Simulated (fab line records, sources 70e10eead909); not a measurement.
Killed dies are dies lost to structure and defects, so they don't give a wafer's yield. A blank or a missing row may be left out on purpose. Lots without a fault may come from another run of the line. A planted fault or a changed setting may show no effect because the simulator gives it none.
Problem report, 8D (eight disciplines) form, completed by code || flow nand_harc || the parts of the form that need people (team, actions taken, sign-off) are left out

1. THE ISSUE
Wafers without a fault read 426.7 s, standard deviation 0.55; run_length_s at NHARC_THIN_TSV_ETCHBACK_48 reads a mean of 336.6 s on 3 wafers belonging to 2 lots. That is -99 or more standard deviations from the usual mean.
The step: etches the open film in C4F8/Ar, target depth 1028.5 nm, time 405.17 s.
First observed at day 31 11:41: wafer L487.5, on rie_diel-07. The record holds 42 wafers of 14 lots with a number at this step. Rule for "out", or "out of limits": more than 4 standard deviations from the usual mean. All remaining wafers that have a number are taken as sound.

2. WHAT IT IS; WHAT IT IS NOT
{"question": "which readings at this step", "is": "run_length_s", "is not": "oes_product_au, rf_vpp_V"}
{"question": "which lots", "is": "L487, L488", "is not": "L469, L470, L471, L472, L473, L474, L475, L477, L480, L481, L485, L492"}
{"question": "which wafers of those lots", "is": "L487.5, L487.6, L488.5", "is not": "L487.4, L488.1, L488.4"}
{"question": "read on which tools", "is": "rie_diel-07", "is not": "rie_diel-10, rie_diel-11"}
{"question": "when", "is": "from day 31 11:41", "is not": "up to then (34 sound wafers); but 5 sound wafers of L488, L492 came after"}

3. WHAT RULES OUT EACH SUSPECT
Counting: a tool at a process step up to the reading stays a suspect if it ran every lot that is out. Sound lots after the first of them don't rule it out here, since some wafers of a struck lot are sound.
- rie_diel-07 at NHARC_THIN_TSV_ETCHBACK_48 (etches the open film in C4F8/Ar, target depth 1028.5 nm, time 405.17 s): kept. It processed each lot that is out (first: L487, day 31 11:41); up to then, its last sound lot is L485 (day 30 16:55). Out on those wafers are its own readings of run_length_s.
After counting, what remains is rie_diel-07 at NHARC_THIN_TSV_ETCHBACK_48.

4. THE CAUSE (what the simulator had put in)
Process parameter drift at NHARC_THIN_TSV_ETCHBACK_48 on rie_diel-07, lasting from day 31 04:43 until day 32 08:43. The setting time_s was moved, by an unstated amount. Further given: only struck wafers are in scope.
The count eliminated every tool but this one.

5. THE CHAIN OF EFFECTS, in route order
One row per reading whose mean, taken over the struck wafers that have a number, lies over 3 standard deviations from the usual. Only readings whose record carries a usual standard deviation are examined. hours: median over the lots of the time between each lot's start at the first step of this table that gives one and its start at this step. sigmas: the change, counted in usual standard deviations.
{"hours": 0, "step": "NHARC_THIN_TSV_ETCHBACK_48", "reading": "run_length_s", "usual": "426.7 s", "on struck wafers": 336.6, "change": -90.1, "sigmas": "-99 or more"}
Its process steps:
- NHARC_THIN_TSV_ETCHBACK_48: etches the open film in C4F8/Ar, target depth 1028.5 nm, time 405.17 s.

6. WHAT WOULD HAVE CAUGHT IT SOONER
In this record no reading fell out of limits until day 31 11:41, 7 hours after the fault had begun at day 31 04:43.
